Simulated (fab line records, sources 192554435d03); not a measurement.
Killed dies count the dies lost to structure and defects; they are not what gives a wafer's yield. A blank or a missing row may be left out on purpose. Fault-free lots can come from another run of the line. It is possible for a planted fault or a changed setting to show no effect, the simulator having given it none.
fab line records	flow n5_finfet
record lots=14	wafers=42	last_day=18
route steps=1938 shown MIM_BOT_LITHO@1863 PASSIVATION@1923
lots with no fault: from the same line, run without faults
start_h: hours from the record's opening day to when the first of the lot's shown wafers began	wait_h: time in hours since the lot's previous step	" unchanged from the row above	L1.1+2: a single row standing in for several wafers	- either no value or no given start	* or withheld: withheld	< > ~ a bound
route shown NAME@n: names a module that has steps shown in the file, with the first one's number in the route	usual: average and standard deviation across the fault-free wafers	same: alike in all rows	chamber/n: place in a boat	sites: the reading at each site	_std_site: the values' standard deviation	_edge_site: outer sites' mean less inner sites'	radius_mm: how far each site lies from the wafer's centre	mask NAME#n: copy n	behind: the tool/chamber that last shaped the wafer	hold: the reason the lot was held/the length of the hold in hours/how it ended	device: the n, p or np transistor that did not switch	end of line: the same wafers' tests at the end of the route	a step with no rows: only its recipe	killed: count of dies lost to structure and defects at first sort (not the wafer's yield)	map: dies across one wafer; x = killed, . = not, _ = none there
set.NAME: setting as actually run; set.NAME@STEP: the setting as run at that earlier step	model.NAME: the simulator's own value behind a step, which no gauge read
one table for each step of the route and one row for each wafer, over a sample of lots
services: when a tool's chamber went out of use (start_h, in hours from the record's first day, below 0 if earlier), for how many hours, and the reason
## steps
# step N5_MIM_BOT_LITHO_OVL_MEAS_11
# recipe points_per_wafer=44
# usual MIM_BOT_OVL=3/5.3
lot.wafer	tool	chamber	start_h	wait_h	MIM_BOT_OVL[nm]
L700.2	overlay-01	0	258.62	0.0	3
L700.4	"	0	"	"	2
L700.6	"	0	"	"	6
L704.1	overlay-01	0	282.25	0.0	13
L704.2	"	0	"	"	2
L704.3	"	0	"	"	3
L703.1	overlay-01	0	282.42	0.0	8
L703.5	"	0	"	"	2
L703.6	"	0	"	"	0
L702.1	overlay-01	0	285.11	0.0	6
L702.4	"	0	"	"	8
L702.6	"	0	"	"	1
L705.1	overlay-01	0	292.04	0.0	5
L705.3	"	0	"	"	15
L705.6	"	0	"	"	14
L712.1	overlay-02	0	344.26	0.0	-7
L712.4	"	0	"	"	-4
L712.5	"	0	"	"	-5
L713.2	overlay-01	0	372.84	0.0	-3
L713.4	"	0	"	"	1
L713.5	"	0	"	"	-2
L716.1	overlay-02	0	375.96	0.0	12
L716.5	"	0	"	"	12
L716.6	"	0	"	"	7
L715.3	overlay-01	0	381.87	0.0	0
L715.4	"	0	"	"	-7
L715.6	"	0	"	"	-4
L718.1	overlay-01	0	382.73	0.0	5
L718.4	"	0	"	"	7
L718.6	"	0	"	"	6
L719.2	overlay-02	0	395.07	0.0	4
L719.4	"	0	"	"	2
L719.5	"	0	"	"	3
L717.1	overlay-01	0	401.89	0.0	6
L717.3	"	0	"	"	5
L717.4	"	0	"	"	-1
L720.3	overlay-02	0	402.37	0.0	2
L720.5	"	0	"	"	-5
L720.6	"	0	"	"	0
L722.1	overlay-02	0	424.57	0.0	10
L722.5	"	0	"	"	7
L722.6	"	0	"	"	5
# step N5_MIM_BOT_LITHO_DESCUM_10
# recipe chemistry=O2	time_s=7.9	source_power_w=50	bias_power_w=20	pressure_mtorr=20	rf_frequency_hz=2.712e+07	temp_c=40	o2_flow_sccm=225
# usual chamber_pressure_mTorr=20.001/0.019	drypump_motor_current_A=5.8/0.46	oes_product_au=0.81/0.088	rf_vpp_V=242.8/1.6	showerhead_plenum_p_Torr=2.08/0.094	throttle_valve_pct=20.31/0.23
lot.wafer	tool	chamber	start_h	wait_h	chamber_pressure_mTorr	drypump_motor_current_A	oes_product_au	rf_hours_counter_h	rf_vpp_V	showerhead_plenum_p_Torr	throttle_valve_pct
L700.2	rie_diel-06	1	258.79	0.1	19.992	6.0	0.98	5	242.5	2.07	20.47
L700.4	"	0	"	"	19.977	6.6	0.92	12	244.0	2.05	20.27
L700.6	"	1	"	"	20.035	6.0	0.98	-	242.7	2.07	20.49
L704.1	rie_diel-04	1	282.31	0.0	19.988	5.2	0.67	225	241.5	1.99	20.13
L704.2	"	2	"	"	20.024	5.8	0.69	218	244.3	2.17	20.76
L704.3	"	0	"	"	19.997	5.6	0.91	21	245.7	2.25	20.16
L703.1	rie_diel-06	3	282.47	0.0	20.016	6.5	0.81	93	242.4	2.00	20.21
L703.5	"	0	"	"	20.037	6.6	0.90	-	242.5	2.05	20.28
L703.6	"	3	"	"	20.009	6.5	0.81	-	242.6	2.00	20.20
L702.1	rie_diel-06	0	285.17	0.0	20.008	6.6	0.90	19	242.3	2.05	20.28
L702.4	"	1	"	"	19.976	6.0	0.96	12	241.1	2.07	20.52
L702.6	"	3	"	"	19.984	6.5	0.82	-	240.4	2.00	20.22
L705.1	rie_diel-05	1	292.26	0.2	20.009	6.0	0.80	87	241.7	2.04	20.28
L705.3	"	3	"	"	20.010	5.6	0.93	21	242.9	2.04	20.32
L705.6	"	3	"	"	20.002	5.6	0.93	-	241.4	2.04	20.34
L712.1	rie_diel-06	3	344.79	0.5	20.029	6.5	0.78	116	241.7	1.99	20.25
L712.4	"	0	"	"	20.036	6.7	0.85	-	243.7	2.04	20.32
L712.5	"	3	"	"	19.973	6.5	0.78	-	242.4	1.99	20.24
L713.2	rie_diel-04	0	372.91	0.0	20.001	5.6	0.86	57	245.8	2.24	20.21
L713.4	"	0	"	"	20.014	5.6	0.86	-	243.7	2.24	20.20
L713.5	"	2	"	"	19.973	5.8	0.68	-	243.9	2.16	20.79
L716.1	rie_diel-05	3	376.02	0.0	19.985	5.6	0.89	48	241.9	2.03	20.36
L716.5	"	1	"	"	19.996	6.1	0.78	-	240.9	2.03	20.31
L716.6	"	0	"	"	20.014	5.7	0.83	-	243.8	2.25	20.48
L715.3	rie_diel-04	0	382.00	0.1	20.019	5.7	0.85	63	245.0	2.23	20.21
L715.4	"	3	"	"	20.000	5.3	0.78	-	241.8	2.01	20.00
L715.6	"	2	"	"	20.028	5.8	0.67	-	242.3	2.16	20.80
L718.1	rie_diel-04	3	382.79	0.0	20.014	5.4	0.79	107	241.5	2.01	20.01
L718.4	"	2	"	"	20.008	5.8	0.67	-	244.1	2.16	20.82
L718.6	"	0	"	"	20.020	5.6	0.85	-	245.6	2.23	20.20
L719.2	rie_diel-04	1	395.18	0.1	20.011	5.2	0.98	3	245.6	2.25	19.78
L719.4	"	0	"	"	19.982	5.6	0.84	68	244.6	2.23	20.22
L719.5	"	3	"	"	19.974	5.4	0.78	-	241.0	2.01	20.01
L717.1	rie_diel-06	3	401.95	0.0	19.989	6.5	0.76	133	240.8	1.99	20.28
L717.3	"	2	"	"	19.982	5.4	0.89	16	244.7	2.22	20.26
L717.4	"	1	"	"	19.998	6.0	0.86	59	243.1	2.05	20.56
L720.3	rie_diel-05	3	402.42	0.0	19.997	5.6	0.88	57	241.7	2.03	20.38
L720.5	"	2	"	"	20.001	5.1	0.88	-	244.3	2.14	19.96
L720.6	"	1	"	"	20.010	6.1	0.77	-	241.4	2.03	20.34
L722.1	rie_diel-06	2	424.62	0.0	20.007	5.4	0.86	25	245.9	2.22	20.28
L722.5	"	0	"	"	19.982	6.7	0.81	-	242.4	2.03	20.37
L722.6	"	1	"	"	19.985	6.0	0.85	-	242.0	2.05	20.58
# step N5_PASSIVATION_DEVELOP_43
# recipe develop_time_s=60	rinse_liquid=diw	dry=air_spin	dev_temp_c=21
# usual chill_plate_temp_C=23.00/0.11	develop_time_s=60/0	exhaust_pa=45.2/0.78	resist_line_temp_C=22.99/0.12
lot.wafer	tool	chamber	start_h	wait_h	chill_plate_temp_C	develop_time_s	exhaust_pa	resist_line_temp_C
L700.2	litho_track-03	0	265.08	-	23.11	60	45.8	22.77
L700.4	"	0	"	"	23.06	60	46.2	23.05
L700.6	"	0	"	"	23.07	60	45.4	22.81
L704.1	litho_track-01	0	286.84	-	22.93	60	45.6	22.80
L704.2	"	0	"	"	22.93	60	45.3	23.06
L704.3	"	0	"	"	23.00	60	45.5	22.96
L703.1	litho_track-01	0	287.22	-	23.06	60	45.7	22.97
L703.5	"	0	"	"	22.95	60	46.4	22.76
L703.6	"	0	"	"	22.97	60	44.9	23.06
L702.1	litho_track-01	0	292.93	-	23.01	60	44.5	23.02
L702.4	"	0	"	"	22.97	60	46.0	22.90
L702.6	"	0	"	"	23.04	60	45.6	22.98
L705.1	litho_track-01	0	298.47	-	23.00	60	45.2	23.19
L705.3	"	0	"	"	22.97	60	44.7	23.02
L705.6	"	0	"	"	22.87	60	45.1	23.12
L712.1	litho_track-04	0	351.56	-	22.96	60	46.3	23.21
L712.4	"	0	"	"	23.01	60	45.5	23.10
L712.5	"	0	"	"	23.06	60	45.2	23.05
L713.2	litho_track-04	-	377.98	-	-	-	-	-
L713.4	"	-	"	"	-	-	-	-
L713.5	"	-	"	"	-	-	-	-
L716.1	litho_track-04	0	383.55	-	22.98	60	43.1	22.87
L716.5	"	0	"	"	22.91	60	45.1	22.94
L716.6	"	0	"	"	22.95	60	44.8	22.93
L715.3	litho_track-03	-	386.86	-	-	-	-	-
L715.4	"	-	"	"	-	-	-	-
L715.6	"	-	"	"	-	-	-	-
L718.1	litho_track-04	0	388.57	-	23.07	60	45.1	23.02
L718.4	"	0	"	"	23.10	60	44.6	22.93
L718.6	"	0	"	"	22.89	60	44.6	23.05
L719.2	litho_track-01	0	403.32	-	22.98	60	44.4	23.01
L719.4	"	0	"	"	23.13	60	45.4	22.94
L719.5	"	0	"	"	22.97	60	44.9	22.98
L717.1	litho_track-04	0	406.79	-	23.09	60	45.9	23.08
L717.3	"	0	"	"	23.10	60	45.3	22.92
L717.4	"	0	"	"	23.04	60	45.9	23.14
L720.3	litho_track-03	0	409.68	-	22.72	60	45.6	23.14
L720.5	"	0	"	"	22.87	60	47.1	22.94
L720.6	"	0	"	"	22.99	60	44.6	23.12
L722.1	litho_track-01	0	429.95	-	23.19	60	44.0	22.97
L722.5	"	0	"	"	23.03	60	44.2	22.83
L722.6	"	0	"	"	23.15	60	46.1	22.88
# step N5_PASSIVATION_PASS_ETCH_47
# recipe chemistry=CF4/O2	target=SiNx	target_depth_a=7700	time_s=385	ion_energy_ev=100	pressure_mtorr=40	source_w=535	bias_w=49	Ar_flow_sccm=100	cf4_flow_sccm=100	O2_flow_sccm=10
# usual chamber_pressure_mTorr=40.00/0.036	drypump_motor_current_A=5.9/0.47	oes_o_777_au=0.85/0.074	oes_product_au=0.84/0.076	rf_vpp_V=238/6.8	showerhead_plenum_p_Torr=2.20/0.087	throttle_valve_pct=15.74/0.17
lot.wafer	tool	chamber	start_h	wait_h	chamber_pressure_mTorr	drypump_motor_current_A	oes_o_777_au	oes_product_au	rf_hours_counter_h	rf_vpp_V	showerhead_plenum_p_Torr	throttle_valve_pct
L700.2	rie_diel-06	3	265.82	0.0	39.99	6.5	0.83	0.83	89	226	2.11	15.66
L700.4	"	0	"	"	39.99	6.6	0.90	0.93	15	235	2.18	15.83
L700.6	"	3	"	"	39.96	6.5	0.83	0.83	-	228	2.11	15.66
L704.1	rie_diel-05	2	287.38	0.0	39.98	5.1	0.67	0.68	249	238	2.28	15.96
L704.2	"	1	"	"	39.96	6.1	0.84	0.81	84	238	2.15	15.58
L704.3	"	3	"	"	40.04	5.6	0.91	0.93	19	233	2.17	15.75
L703.1	rie_diel-04	3	287.51	0.0	39.99	5.3	0.84	0.83	75	239	2.14	15.50
L703.5	"	2	"	"	40.08	5.8	0.73	0.70	-	235	2.26	16.05
L703.6	"	1	"	"	40.02	5.2	0.70	0.69	-	237	2.10	15.71
L702.1	rie_diel-06	3	293.24	0.0	40.00	6.5	0.82	0.83	97	227	2.11	15.66
L702.4	"	0	"	"	39.96	6.6	0.89	0.90	22	237	2.18	15.84
L702.6	"	1	"	"	40.04	6.0	0.95	0.93	-	242	2.15	15.81
L705.1	rie_diel-06	3	298.71	0.0	39.97	6.5	0.82	0.82	99	227	2.11	15.68
L705.3	"	0	"	"	40.01	6.6	0.89	0.90	24	237	2.18	15.83
L705.6	"	1	"	"	40.00	6.0	0.94	0.93	-	241	2.15	15.81
L712.1	rie_diel-05	3	351.91	0.0	40.10	5.6	0.88	0.89	40	230	2.17	15.80
L712.4	"	0	"	"	40.01	5.7	0.89	0.86	43	248	2.33	15.72
L712.5	"	3	"	"	39.98	5.6	0.87	0.89	-	230	2.17	15.80
L713.2	rie_diel-04	2	378.22	0.0	39.99	5.8	0.71	0.68	251	235	2.25	16.13
L713.4	"	0	"	"	39.96	5.6	0.89	0.86	-	238	2.33	15.52
L713.5	"	3	"	"	40.03	5.3	0.81	0.79	-	237	2.13	15.56
L716.1	rie_diel-04	0	383.86	0.0	40.02	5.6	0.88	0.85	63	239	2.33	15.53
L716.5	"	2	"	"	39.93	5.8	0.71	0.68	-	236	2.24	16.14
L716.6	"	3	"	"	39.95	5.3	0.80	0.80	-	236	2.13	15.55
L715.3	rie_diel-05	0	387.10	0.0	40.01	5.7	0.87	0.83	55	249	2.33	15.74
L715.4	"	3	"	"	39.96	5.6	0.86	0.87	52	232	2.16	15.83
L715.6	"	0	"	"	39.96	5.7	0.88	0.83	-	249	2.33	15.73
L718.1	rie_diel-06	1	388.81	0.0	39.98	6.0	0.88	0.85	56	242	2.14	15.89
L718.4	"	0	"	"	39.94	6.7	0.82	0.84	61	239	2.17	15.92
L718.6	"	3	"	"	40.03	6.5	0.79	0.80	-	228	2.10	15.74
L719.2	rie_diel-06	3	403.87	0.0	39.98	6.4	0.78	0.79	135	226	2.09	15.74
L719.4	"	1	"	"	40.03	6.0	0.87	0.85	61	242	2.14	15.92
L719.5	"	3	"	"	40.10	6.5	0.79	0.79	-	229	2.09	15.74
L717.1	rie_diel-06	1	407.02	0.0	40.00	6.0	0.86	0.85	61	239	2.14	15.89
L717.3	"	3	"	"	40.04	6.5	0.79	0.78	136	229	2.09	15.75
L717.4	"	2	"	"	39.91	5.4	0.89	0.89	19	252	2.32	15.63
L720.3	rie_diel-04	0	410.62	0.0	39.99	5.5	0.87	0.84	74	240	2.33	15.55
L720.5	"	0	"	"	40.03	5.6	0.87	0.84	-	239	2.33	15.54
L720.6	"	1	"	"	40.01	5.2	0.95	0.95	-	239	2.35	15.28
L722.1	rie_diel-06	3	430.19	0.0	40.00	6.4	0.78	0.78	144	227	2.09	15.77
L722.5	"	3	"	"	39.97	6.5	0.78	0.78	-	227	2.09	15.76
L722.6	"	0	"	"	40.02	6.6	0.81	0.82	-	237	2.16	15.96
## services
tool	chamber	start_h	hours	kind
litho_track-01	-	262.23	-	consumable_replace:filter
rie_diel-04	-	266.81	2.4	repair
rie_diel-06	-	267.21	0.6	repair
rie_diel-06	-	275.37	4.3	pm
rie_diel-05	2	290.45	-	clean
rie_diel-06	2	294.86	13.9	repair
rie_diel-04	2	302.94	7.1	repair
rie_diel-04	2	310.68	4.4	repair
rie_diel-05	-	333.69	15.6	pm
rie_diel-06	2	334.08	-	clean
rie_diel-06	2	334.08	-	consumable_replace:focus_ring
rie_diel-06	2	334.08	-	consumable_replace:showerhead
rie_diel-06	2	334.08	21.2	scheduled_down
rie_diel-06	2	334.08	21.2	vent_cycle
rie_diel-04	3	347.13	14.3	repair
rie_diel-06	3	352.68	16.5	repair
rie_diel-04	1	361.41	-	clean
rie_diel-04	1	361.41	-	consumable_replace:focus_ring
rie_diel-04	1	361.41	-	consumable_replace:showerhead
rie_diel-04	1	361.41	23.5	scheduled_down
rie_diel-04	1	361.41	23.5	vent_cycle
rie_diel-04	2	400.23	9.9	repair
rie_diel-04	2	410.23	-	clean
rie_diel-04	2	410.23	-	consumable_replace:focus_ring
## key
first_sign step=N5_PASSIVATION_DEVELOP_43	reading=tool_record	direction=missing
effect none on later readings
met_at N5_PASSIVATION_DEVELOP_43
struck_lots L713,L715
later_rows_left_out L713.2,L713.4,L713.5,L715.3,L715.4,L715.6
sort_left_out L713.2,L713.4,L713.5,L715.3,L715.4,L715.6
not_acting_at N5_MIM_BOT_LITHO_OVL_MEAS_11,N5_MIM_BOT_LITHO_DESCUM_10,N5_PASSIVATION_PASS_ETCH_47
onset_between 351.56 377.98
fault kind=skipped_step_whole	tool=litho_track-03,litho_track-04	chamber=-	onset_h=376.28	steps=N5_PASSIVATION_DEVELOP_43	scope=struck_lots_only
# sort_left_out: the simulated sort isn't trusted on such a fault, so these wafers' sort isn't shown, and their yield isn't known
# later_rows_left_out: the simulator's readings of these wafers behind a module that went badly wrong aren't trusted and aren't shown, but for the sort
